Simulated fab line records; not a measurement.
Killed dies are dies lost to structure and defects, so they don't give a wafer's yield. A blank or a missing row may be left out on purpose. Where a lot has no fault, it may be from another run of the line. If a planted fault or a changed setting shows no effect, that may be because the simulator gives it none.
A lot that was struck, set against a sound lot -- flow n5_finfet -- 16 out of 1938 route steps
Sound: the wafers L505.3, L505.4, L505.6. Struck: wafer L515.2 (left out: L515.1, L515.6 of the same lot, which were not struck); the cause appears at the end.
Order at every step that has rows: each side's tool, ch and its chambers, its first start. Under that, the readings that differ: sound wafers -- struck wafers -- difference of the means -- sigmas: that difference in standard deviations of wafers without a fault.
alike: same words and numbers on both sides, and readings whose means sit less than 2 such deviations apart. not compared: any withheld reading, any reading some wafer has no value for, any bound like >300 that may hide the same value, and any number with overlapping values for which the record gives no deviation.
Wherever a step has rows on one side only, a row that says differs or no value, or a row with sigmas, the two part there. Numbers that don't overlap but have no deviation are shown without sigmas and don't part them. Lack of a reading on every wafer of one side parts them only where that side has two or more wafers.

N5_BEOL_M1_CMP_52: polishes, stops on SiOC, t overpolish 6.8 s, target thk 40 nm.
  sound on cmp-04 ch 1,3, day 7 18:02; struck on cmp-04 ch 0, day 10 13:02
reading,sound,struck,difference,sigmas
barrier_field_endpoint_s (s),23.5 24.9 24.4,26.9,+2.6,+4
time_to_endpoint_s (s),57 61 61,74,+14,+3
  alike: motor_current_A, overpolish_run_s, platen_rpm, slurry_flow_ml_min
N5_BEOL_M1_THK_MEAS_53: measures by xrf.
  struck on film_metro-01, day 10 13:19; sound on film_metro-02, day 7 18:18
reading,sound,struck,difference,sigmas
M1_THK (nm),38.1 40.6 37.7,43.9,+5.1,+3
N5_BEOL_M1_PRE_CLEAN_60: time 15 s.
  sound on cvd_co-01 ch 0,1,2, day 7 18:20; struck on cvd_co-02 ch 0, day 10 13:22
  alike: heater_power_w
  not compared: susceptor_temp_C
then, 2 steps without rows for these wafers: N5_BEOL_M1_CO_CAP_55 (material Co, precursor CCTBA/H2, target thk 2 nm, time 102.1 s); N5_BEOL_M1_PRE_CLEAN_56 (time 15 s).
N5_BEOL_M1_DEP_57: deposits SiCN from 3MS/NH3, target thk 8 nm, time 14 s.
  sound on pecvd-02 ch 0,1,2, day 7 18:29; struck on pecvd-02 ch 0, day 10 13:31
  alike: showerhead_plenum_p_Torr, throttle_valve_pct
N5_BEOL_M1_RS_MEAS_58: uses a four-point probe to measure.
  struck on film_metro-01, day 10 13:35; sound on film_metro-01, day 7 18:34
reading,sound,struck,difference,sigmas
M1_RS (ohm/sq),0.71 0.66 0.72,0.60,-0.10,-2
N5_BEOL_M1_INSPECT_59: inspects for defects (darkfield).
  struck on defect_inspect-01, day 10 13:37; sound on defect_inspect-02, day 7 18:35
  alike: raw_defect_count
then, 1 step without rows for these wafers: N5_BEOL_M2_ILD_DEP_00 (deposits SiOC from DEMS/O2, target thk 79 nm, time 15.3 s).
N5_BEOL_M2_THK_MEAS_01:
  struck on film_metro-01, day 10 13:43; sound on film_metro-01, day 7 18:41
  alike: M2_ILD_THK
N5_BEOL_M2_PECVD_72: deposits SiO2 from TEOS/O2, target thk 16 nm, time 18 s.
  sound on pecvd-02 ch 0,1, day 7 18:44; struck on pecvd-01 ch 0, day 10 13:45
  alike: heater_power_w, showerhead_plenum_p_Torr, susceptor_temp_C, throttle_valve_pct
N5_BEOL_M2_HM_DEP_02: deposits TiN, target thk 20 nm.
  struck on pvd_sputter-01, day 10 13:49; sound on pvd_sputter-01, day 7 19:46
reading,sound,struck,difference,sigmas
throttle_valve_pct (%),31.1 30.3 31.0,28.9,-1.9,-3
  alike: susceptor_temp_C
N5_BEOL_M2_COAT_61: time 60 s, resist thk 60 nm.
  sound on litho_track-01 ch 0, day 7 19:54; struck on litho_track-01 ch 0, day 10 13:56
reading,sound,struck,difference,sigmas
heater_power_total_W (W),498.5 500.9 499.5,621.6,+122.0,+64
run_length_s (s),66.29 66.11 66.07,48.63,-17.53,-99 or more
then, 1 step without rows for these wafers: N5_BEOL_M2_COAT_62 (time 60 s, resist thk 12 nm).
N5_BEOL_M4_RC_MEAS_101:
  sound on prober-02 ch 0, day 9 14:00; struck on prober-01 ch 0, day 12 12:58
reading,sound,struck,difference,sigmas
IOFF_P (nA/um),0.10 0.15 0.14,0.23,+0.10,+2
ION_N (uA/um),628 657 645,677,+34,+2
ION_P (uA/um),434 442 438,460,+22,+2
SS_P (mV/dec),71.1 72.9 72.4,74.1,+2.0,+2
VT_N (mV),261 255 255,245,-12,-3
VT_P (mV),-260 -257 -259,-249,+10,+3
  alike: DIBL_N, DIBL_P, IOFF_N, SS_N
after that, 1 step had no rows for these wafers: N5_PASSIVATION_PROBE_49.

WHERE THEY PART
First at N5_BEOL_M1_CMP_52; last, within this record, at N5_BEOL_M4_RC_MEAS_101.

WHY: what the simulator had put in
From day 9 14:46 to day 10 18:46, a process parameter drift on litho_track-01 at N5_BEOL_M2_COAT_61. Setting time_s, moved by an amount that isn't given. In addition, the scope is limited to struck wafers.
